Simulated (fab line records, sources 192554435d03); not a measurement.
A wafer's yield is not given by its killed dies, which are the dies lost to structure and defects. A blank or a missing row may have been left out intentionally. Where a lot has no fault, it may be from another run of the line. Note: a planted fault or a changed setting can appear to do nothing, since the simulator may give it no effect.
Matching of chambers ; flow n5_finfet ; N5_BEOL_M9_CMP_52 on cmp-03: 4 sister chambers
The step polishes, stops on SiCOH lowk, t overpolish 7 s, target thk 140 nm. 4 wafers are shown with their chamber, then 12 later ones without.

WAFERS PAIRED WITH THEIR CHAMBERS
wafer;chamber;motor_current_A (A)
L089.6;0;6.0
L091.2;3;5.1
L091.5;1;6.0
L091.6;2;6.1

WAFERS MISSING THEIR CHAMBER
wafer;motor_current_A (A)
L092.3;6.6
L092.5;6.1
L092.6;5.2
L093.2;5.8
L093.3;5.9
L093.4;6.4
L096.1;6.3
L096.2;4.9
L096.5;6.3
L097.3;6.7
L097.4;5.9
L097.5;6.2

CHAMBER TAKEN BY EACH
wafer;from the rows above;in truth
L092.3;can't be placed: 2 or 0 or 1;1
L092.5;can't be placed: 2 or 0 or 1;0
L092.6;3;3
L093.2;can't be placed: 0 or 1 or 2 or 3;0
L093.3;can't be placed: 0 or 1 or 2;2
L093.4;can't be placed: 2 or 0 or 1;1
L096.1;can't be placed: 2 or 0 or 1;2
L096.2;3;3
L096.5;can't be placed: 2 or 0 or 1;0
L097.3;can't be placed: 2 or 0 or 1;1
L097.4;can't be placed: 0 or 1 or 2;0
L097.5;can't be placed: 2 or 0 or 1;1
Placed correctly: 2 of 12. Cannot be placed on the basis of these rows: 10; the candidates contain the true chamber in 10. 0 placed wrongly.
How it was worked out, from the rows above alone: a wafer's distance from a chamber is the root of the sum, over the readings, of the square of ((its reading less the chamber's mean) divided by the reading's scatter). If the next closest chamber is less than 2 further off than the closest, the wafer can't be placed; otherwise it belongs to the closest. A chamber's mean is the mean of its shown wafers. The scatter: root of mean squared gap, hidden wafer to nearest shown wafer, with one shown wafer a chamber.
